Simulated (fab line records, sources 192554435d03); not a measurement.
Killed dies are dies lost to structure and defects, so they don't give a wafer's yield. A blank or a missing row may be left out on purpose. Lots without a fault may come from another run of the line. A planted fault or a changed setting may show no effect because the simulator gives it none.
Split-lot experiment | flow n5_finfet | 7 lots, 39 wafers read, on a route of 1938 steps

THE SPLIT
At N5_WELL_APT_EPI_41 (deposits Si from SiH4/H2, target thk 50 nm, time 297.7 s), the setting target_thk_a was moved away from the recipe's 500 angstrom on 12 of the 39 wafers read, by -6.7% to +3.3%. The other wafers ran this setting at the recipe's value.

The reading is taken at the split's own step.

THE READING
Si_of_WELL_APT_EPI_41.thk_nm (the simulator's own value, which no gauge read), in nm, at N5_WELL_APT_EPI_41 (deposits Si from SiH4/H2, target thk 50 nm, time 297.7 s). The file gives no usual value for it. The 27 wafers here that ran the recipe average 49.86 nm, standard deviation 0.45 nm.

wafer  | tool, chamber at the split | target_thk_a as run, angstrom | against the recipe | Si_of_WELL_APT_EPI_41.thk_nm, nm | against lot-mates on the recipe
L074.1 | epi_rpcvd-03, 0            | 500                           | recipe             | 49.37                            | -
L074.2 | epi_rpcvd-03, 0            | 500                           | recipe             | 50.22                            | -
L074.5 | epi_rpcvd-03, 0            | 500                           | recipe             | 49.86                            | -
L076.1 | epi_rpcvd-01, 0            | 500                           | recipe             | 49.81                            | -
L076.2 | epi_rpcvd-01, 0            | 516.7                         | +3.3%              | 52.01                            | +1.74
L076.3 | epi_rpcvd-01, 0            | 516.7                         | +3.3%              | 51.8                             | +1.53
L076.4 | epi_rpcvd-01, 0            | 500                           | recipe             | 50.23                            | -
L076.5 | epi_rpcvd-01, 0            | 500                           | recipe             | 50.78                            | -
L076.6 | epi_rpcvd-01, 0            | 516.7                         | +3.3%              | 51.92                            | +1.65
L083.1 | epi_rpcvd-01, 0            | 467                           | -6.6%              | 46.28                            | -3.11
L083.2 | epi_rpcvd-01, 0            | 500                           | recipe             | 49.34                            | -
L083.3 | epi_rpcvd-01, 0            | 500                           | recipe             | 49.22                            | -
L083.4 | epi_rpcvd-01, 0            | 467                           | -6.6%              | 46.53                            | -2.86
L083.5 | epi_rpcvd-01, 0            | 500                           | recipe             | 49.6                             | -
L083.6 | epi_rpcvd-01, 0            | 467                           | -6.6%              | 46.11                            | -3.28
L086.1 | epi_rpcvd-03, 0            | 500                           | recipe             | 49.31                            | -
L086.2 | epi_rpcvd-03, 0            | 466.7                         | -6.7%              | 46.22                            | -3.18
L086.3 | epi_rpcvd-03, 0            | 466.7                         | -6.7%              | 45.75                            | -3.65
L086.4 | epi_rpcvd-03, 0            | 466.7                         | -6.7%              | 46.91                            | -2.49
L086.5 | epi_rpcvd-03, 0            | 500                           | recipe             | 49.26                            | -
L086.6 | epi_rpcvd-03, 0            | 500                           | recipe             | 49.62                            | -
L090.1 | epi_rpcvd-03, 0            | 500                           | recipe             | 50.29                            | -
L090.2 | epi_rpcvd-03, 0            | 500                           | recipe             | 50.26                            | -
L090.3 | epi_rpcvd-03, 0            | 500                           | recipe             | 50.53                            | -
L090.4 | epi_rpcvd-03, 0            | 500                           | recipe             | 49.19                            | -
L090.5 | epi_rpcvd-03, 0            | 500                           | recipe             | 49.86                            | -
L090.6 | epi_rpcvd-03, 0            | 500                           | recipe             | 49.55                            | -
L091.1 | epi_rpcvd-01, 0            | 482.8                         | -3.4%              | 49.01                            | -1.22
L091.2 | epi_rpcvd-01, 0            | 500                           | recipe             | 50.07                            | -
L091.3 | epi_rpcvd-01, 0            | 500                           | recipe             | 50.91                            | -
L091.4 | epi_rpcvd-01, 0            | 482.8                         | -3.4%              | 49.55                            | -0.68
L091.5 | epi_rpcvd-01, 0            | 500                           | recipe             | 49.71                            | -
L091.6 | epi_rpcvd-01, 0            | 482.8                         | -3.4%              | 49.28                            | -0.95
L096.1 | epi_rpcvd-03, 0            | 500                           | recipe             | 49.66                            | -
L096.2 | epi_rpcvd-03, 0            | 500                           | recipe             | 49.76                            | -
L096.3 | epi_rpcvd-03, 0            | 500                           | recipe             | 49.64                            | -
L096.4 | epi_rpcvd-03, 0            | 500                           | recipe             | 49.96                            | -
L096.5 | epi_rpcvd-03, 0            | 500                           | recipe             | 50.18                            | -
L096.6 | epi_rpcvd-03, 0            | 500                           | recipe             | 49.97                            | -

THE FIT
A straight line over all 39 wafers: Si_of_WELL_APT_EPI_41.thk_nm changes by +0.517 nm for each +1% of target_thk_a; r = +0.94; the points scatter about the line by 0.54 nm.
The same after taking each lot's own level away (the mean of its wafers on the recipe; 39 wafers): +0.454 nm for each +1%; r = +0.96; scatter 0.38 nm.
On that fit, the largest move of target_thk_a shifts the reading by 3 nm.
The lots' own levels span 49.387 to 50.273 nm, that is 2.0 times the standard deviation above.
So the lot-to-lot level changes the slope: the two fits differ.
Check: with one of the wafers moved furthest among these (-6.7%) left out of the fit, the line predicts -2.95 nm for it against its lot-mates. It came out at -3.18 nm against them.

THE FILE'S OWN FIT
Si_of_WELL_APT_EPI_41.thk_nm changes by +0.448 nm for each +1% of target_thk_a, r = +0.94.
